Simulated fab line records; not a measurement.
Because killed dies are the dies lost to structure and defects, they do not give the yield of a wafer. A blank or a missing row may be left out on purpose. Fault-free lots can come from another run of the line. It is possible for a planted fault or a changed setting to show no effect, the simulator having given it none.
The tool behind it: which one? ; flow nand harc ; 39 wafers from 13 lots sampled at 5 of the route's 1159 steps

== WHAT THE GAUGES SHOWED, per wafer ==
NHARC_P_CONTACT_CD_MEAS_12 targets a cd of 90 nm. Usual: cd nm at 89.9 nm, with a standard deviation of 0.65.
lot;measured;on;cd nm (nm);flag
L797;day 5 18:01;cd sem-03;88.6 89.8 89.7;
L798;day 6 01:47;cd sem-02;88.8 89.7 90.2;
L801;day 6 16:07;cd sem-03;90.0 89.7 88.8;
L803;day 7 00:57;cd sem-03;89.5 89.7 90.0;
L804;day 7 16:07;cd sem-01;89.5 89.8 89.4;
L807;day 8 14:29;cd sem-02;90.2 90.5 90.4;
L808;day 8 18:43;cd sem-01;89.1 90.2 88.5;
L809;day 9 03:11;cd sem-02;90.8 89.9 90.3;
L810;day 9 04:38;cd sem-03;88.8 89.4 90.0;
L812;day 9 12:37;cd sem-02;89.8 89.9 89.5;
L811;day 9 12:51;cd sem-01;89.8 88.8 90.2;
L815;day 10 06:45;cd sem-02;89.1 90.1 90.0;
L818;day 10 21:31;cd sem-02;91.1 91.6 90.1;

NHARC_P_M0_CD_MEAS_09 targets a cd of 90 nm. Usual: cd nm at 90.0 nm, with a standard deviation of 0.67.
lot;measured;on;cd nm (nm);flag
L797;day 5 22:15;cd sem-01;89.8 90.7 90.2;
L798;day 6 09:44;cd sem-01;90.0 90.7 89.7;
L801;day 6 23:53;cd sem-02;90.2 88.8 89.1;
L803;day 7 07:06;cd sem-02;90.6 90.5 90.6;
L804;day 8 02:57;cd sem-02;90.3 90.2 89.7;
L807;day 9 01:38;cd sem-02;90.4 91.2 90.5;
L808;day 9 02:44;cd sem-02;90.3 90.2 90.8;
L809;day 9 07:17;cd sem-03;89.7 89.0 89.2;
L810;day 9 09:26;cd sem-02;90.7 90.2 90.8;
L812;day 10 00:52;cd sem-01;90.5 89.5 90.0;
L811;day 10 01:01;cd sem-03;89.2 90.5 90.2;
L815;day 10 10:56;cd sem-03;90.2 89.3 89.9;
L818;day 11 01:52;cd sem-02;73.8 73.4 74.6;OFF

== WHICH TOOL RAN EACH LOT (tool, then ch and the chambers of the sampled wafers, then the start) ==
lot;NHARC_P_CONTACT_PVD_32;NHARC_P_CONTACT_CVD_23;NHARC_P_M0_EXPOSE_06
L797;pvd sputter-02, day 5 22:06 or earlier;cvd w-02 ch 0,1, day 5 22:06 or earlier;arfi scanner-02 ch 0, day 5 22:06
L798;pvd sputter-02, day 6 09:37 or earlier;cvd w-01 ch 0,1, day 6 09:37 or earlier;arfi scanner-02 ch 0, day 6 09:37
L801;pvd sputter-01, day 6 23:45 or earlier;cvd w-02 ch 0,1, day 6 23:45 or earlier;arfi scanner-01 ch 0, day 6 23:45
L803;pvd sputter-01, day 7 06:58 or earlier;cvd w-02 ch 0,1, day 7 06:58 or earlier;arfi scanner-01 ch 0, day 7 06:58
L804;pvd sputter-02, day 8 02:49 or earlier;cvd w-02 ch 0,1, day 8 02:49 or earlier;arfi scanner-03 ch 0, day 8 02:49
L807;pvd sputter-01, day 9 01:29 or earlier;cvd w-01 ch 0,1, day 9 01:29 or earlier;arfi scanner-01 ch 0, day 9 01:29
L808;pvd sputter-01, day 9 02:35 or earlier;cvd w-01 ch 0,1, day 9 02:35 or earlier;arfi scanner-03 ch 0, day 9 02:35
L809;pvd sputter-02, day 9 07:08 or earlier;cvd w-01 ch 0,1, day 9 07:08 or earlier;arfi scanner-03 ch 0, day 9 07:08
L810;pvd sputter-03, day 9 09:18 or earlier;cvd w-01 ch 0,1, day 9 09:18 or earlier;arfi scanner-02 ch 0, day 9 09:18
L812;pvd sputter-03, day 9 23:05 or earlier;cvd w-02 ch 0,1, day 9 23:05;arfi scanner-03 ch 0, day 10 00:44
L811;pvd sputter-02, day 10 00:52 or earlier;cvd w-01 ch 0,1, day 10 00:52 or earlier;arfi scanner-02 ch 0, day 10 00:52
L815;pvd sputter-02, day 10 10:48 or earlier;cvd w-02 ch 0,1, day 10 10:48 or earlier;arfi scanner-01 ch 0, day 10 10:48
L818;pvd sputter-01, day 11 01:43 or earlier;cvd w-02 ch 0,1, day 11 01:43 or earlier;arfi scanner-03 ch 0, day 11 01:43
- NHARC_P_CONTACT_PVD_32: deposits Ti, target thk 5 nm, time 17.7 s.
- NHARC_P_CONTACT_CVD_23: deposits W, target thk 200 nm, time 557 s.
- NHARC_P_M0_EXPOSE_06: exposes mask P M0, target cd 90 nm.

== AS READ BY THE TOOLS THEMSELVES (means over the sampled wafers that have a number; for cases with no such wafer, the mark the record gives instead) ==
NHARC_P_CONTACT_PVD_32. Usual: throttle valve pct at 30.1 %, with a standard deviation of 0.92.
lot;tool;throttle valve pct (%);flag
L797;pvd sputter-02;29.4;
L798;pvd sputter-02;29.4;
L801;pvd sputter-01;30.4;
L803;pvd sputter-01;30.5;
L804;pvd sputter-02;28.9;
L807;pvd sputter-01;30.1;
L808;pvd sputter-01;30.0;
L809;pvd sputter-02;29.4;
L810;pvd sputter-03;30.9;
L812;pvd sputter-03;31.5;
L811;pvd sputter-02;29.1;
L815;pvd sputter-02;29.8;
L818;pvd sputter-01;30.1;

NHARC_P_CONTACT_CVD_23. Usual: heater power outer w 281 W, standard deviation 21; heater power w 473 W, standard deviation 26; mfc ar sccm 1559 sccm, standard deviation 4.5; throttle valve pct 7.9 %, standard deviation 0.37.
lot;tool;heater power outer w (W);heater power w (W);mfc ar sccm (sccm);throttle valve pct (%);flag
L797;cvd w-02;260;455;1558;7.9;
L798;cvd w-01;292;473;1558;8.0;
L801;cvd w-02;277;468;1559;7.6;
L803;cvd w-02;260;459;1560;7.8;
L804;cvd w-02;269;473;1561;7.7;
L807;cvd w-01;295;480;1557;7.9;
L808;cvd w-01;296;477;1558;8.1;
L809;cvd w-01;288;477;1558;7.7;
L810;cvd w-01;293;475;1559;8.1;
L812;cvd w-02;273;473;1556;7.8;
L811;cvd w-01;289;489;1556;7.9;
L815;cvd w-02;272;475;1561;7.7;
L818;cvd w-02;273;479;1561;7.7;

NHARC_P_M0_EXPOSE_06. Usual: exposure dose mJ cm2 81.23, standard deviation 0.087; reticle temp C 23.04 C, standard deviation 0.12.
lot;tool;exposure dose mJ cm2;reticle temp C (C);flag
L797;arfi scanner-02;81.28;23.01;
L798;arfi scanner-02;81.20;23.21;
L801;arfi scanner-01;81.28;22.96;
L803;arfi scanner-01;81.18;23.11;
L804;arfi scanner-03;81.19;22.87;
L807;arfi scanner-01;81.20;23.09;
L808;arfi scanner-03;81.28;22.96;
L809;arfi scanner-03;81.25;23.20;
L810;arfi scanner-02;81.18;22.82;
L812;arfi scanner-03;81.21;23.12;
L811;arfi scanner-02;81.20;23.04;
L815;arfi scanner-01;81.15;23.02;
L818;arfi scanner-03;62.30;23.05;OFF

== THE ANSWER, worked out from the rows above alone ==
Rule: a lot is off if the mean of its wafers that have a number lies more than 3 standard deviations from the usual mean. A lot without any number at a reading at which 4 lots or more have one is off too. The other lots that the step has rows for count as sound. The gauges are gone through in route order, then the tools' own readings, and for those a lot's mean is taken as printed above. At the first step where some lot is off, the reading lying furthest off is the one used; lots without a number count as furthest.
Off: L818, at NHARC_P_M0_CD_MEAS_09 (cd nm).
A tool fits if, at a process step before that reading, it ran every lot that is off, and no sound lot after the first of them. Not tried: the gauges at NHARC_P_M0_CD_MEAS_09; whatever is off there is also off at NHARC_P_M0_EXPOSE_06, on other tools, and gauge error can't account for it. NHARC_P_CONTACT_PVD_32: start missing for some lots; hours and lot order therefore follow NHARC_P_M0_EXPOSE_06. NHARC_P_CONTACT_CVD_23: start missing for some lots; hours and lot order therefore follow NHARC_P_M0_EXPOSE_06. Can't be told from this: 3 tools fit, pvd sputter-01 at NHARC_P_CONTACT_PVD_32, cvd w-02 at NHARC_P_CONTACT_CVD_23, arfi scanner-03 at NHARC_P_M0_EXPOSE_06.

== WHAT THE SIMULATOR PUT IN ==
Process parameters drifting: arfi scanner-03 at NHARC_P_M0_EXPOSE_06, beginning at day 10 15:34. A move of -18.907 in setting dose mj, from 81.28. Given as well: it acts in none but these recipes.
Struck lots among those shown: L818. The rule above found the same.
